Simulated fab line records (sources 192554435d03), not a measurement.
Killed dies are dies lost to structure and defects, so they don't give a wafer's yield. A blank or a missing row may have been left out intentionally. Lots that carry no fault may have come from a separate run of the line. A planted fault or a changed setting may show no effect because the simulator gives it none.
Matching of chambers	flow n5Finfet	4 sister chambers for N5_BEOL_M7_ALD_77 on aldMetal-02
The step deposits TaN, target thk 2 nm, pulse time 2 s, purge time 3 s. 4 wafers are shown with their chamber, then 12 later ones without.

== WAFERS, EACH WITH ITS CHAMBER ==
wafer	chamber	heaterPowerW (W)
L088.6	3	321
L090.1	1	470
L090.3	2	492
L090.5	0	415

== WAFERS WITHOUT THEIR CHAMBER ==
wafer	heaterPowerW (W)
L096.2	319
L096.4	406
L096.6	498
L093.2	462
L093.5	468
L093.6	414
L092.3	492
L092.5	492
L092.6	324
L095.1	461
L095.3	314
L095.4	491

== WHICH CHAMBER EACH ONE RAN IN ==
wafer	from the rows above	in truth
L096.2	3	3
L096.4	0	0
L096.6	2	2
L093.2	1	1
L093.5	1	1
L093.6	0	0
L092.3	2	2
L092.5	2	2
L092.6	3	3
L095.1	1	1
L095.3	3	3
L095.4	2	2
Correctly placed: 12 of 12. Not placeable from these rows: 0. Wrongly placed: 0.
How it was worked out, from the rows above alone: a wafer's distance from a chamber is the root of the sum, over the readings, of the square of ((its reading less the chamber's mean) divided by the reading's scatter). The wafer belongs to the nearest chamber; if the next one is less than 2 further off, it can't be placed. For every chamber, the mean is computed from those of its wafers that are shown. The scatter: root of mean squared gap, hidden wafer to nearest shown wafer, with one shown wafer a chamber.
